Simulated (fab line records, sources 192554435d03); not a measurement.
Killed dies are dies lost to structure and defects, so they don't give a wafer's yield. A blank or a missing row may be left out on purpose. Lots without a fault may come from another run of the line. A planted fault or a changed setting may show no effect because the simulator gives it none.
Chamber matching | flow n5_finfet | N5_BEOL_M2_PECVD_72 on pecvd-04: 3 sister chambers
The step deposits SiO2 from TEOS/O2, target thk 16 nm, time 18 s. 6 wafers are shown with their chamber, then 9 later ones without.

WAFERS WITH THEIR CHAMBER
wafer  | chamber | showerhead_plenum_p_Torr (Torr) | throttle_valve_pct (%)
L088.1 | 2       | 8.71                            | 23.2
L088.4 | 0       | 8.70                            | 23.0
L088.5 | 1       | 8.88                            | 22.3
L089.1 | 0       | 8.72                            | 22.8
L089.2 | 1       | 8.88                            | 22.3
L089.6 | 2       | 8.72                            | 23.5

WAFERS WITHOUT THEIR CHAMBER
wafer  | showerhead_plenum_p_Torr (Torr) | throttle_valve_pct (%)
L090.3 | 8.69                            | 23.0
L090.4 | 8.86                            | 22.2
L090.5 | 8.72                            | 23.4
L092.1 | 8.70                            | 23.2
L092.2 | 8.85                            | 22.3
L092.5 | 8.70                            | 23.1
L095.1 | 8.89                            | 22.0
L095.3 | 8.70                            | 23.1
L095.6 | 8.88                            | 22.1

WHICH CHAMBER EACH WENT THROUGH
wafer  | from the rows above     | in truth
L090.3 | can't be placed: 0 or 2 | 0
L090.4 | 1                       | 1
L090.5 | 2                       | 2
L092.1 | can't be placed: 2 or 0 | 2
L092.2 | 1                       | 1
L092.5 | can't be placed: 0 or 2 | 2
L095.1 | 1                       | 1
L095.3 | can't be placed: 0 or 2 | 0
L095.6 | 1                       | 1
Placed correctly: 5 of 9. Can't be placed from these rows: 4 (the true chamber is among the candidates in 4). Placed wrongly: 0.
How it was worked out, from the rows above alone: a wafer's distance from a chamber is the root of the sum, over the readings, of the square of ((its reading less the chamber's mean) divided by the reading's scatter). The wafer belongs to the nearest chamber; if the next one is less than 2 further off, it can't be placed. A chamber's mean is the mean of its shown wafers. The scatter: the root of (the sum of the squares of (reading less its chamber's mean) over the shown wafers, divided by (wafers less chambers)).
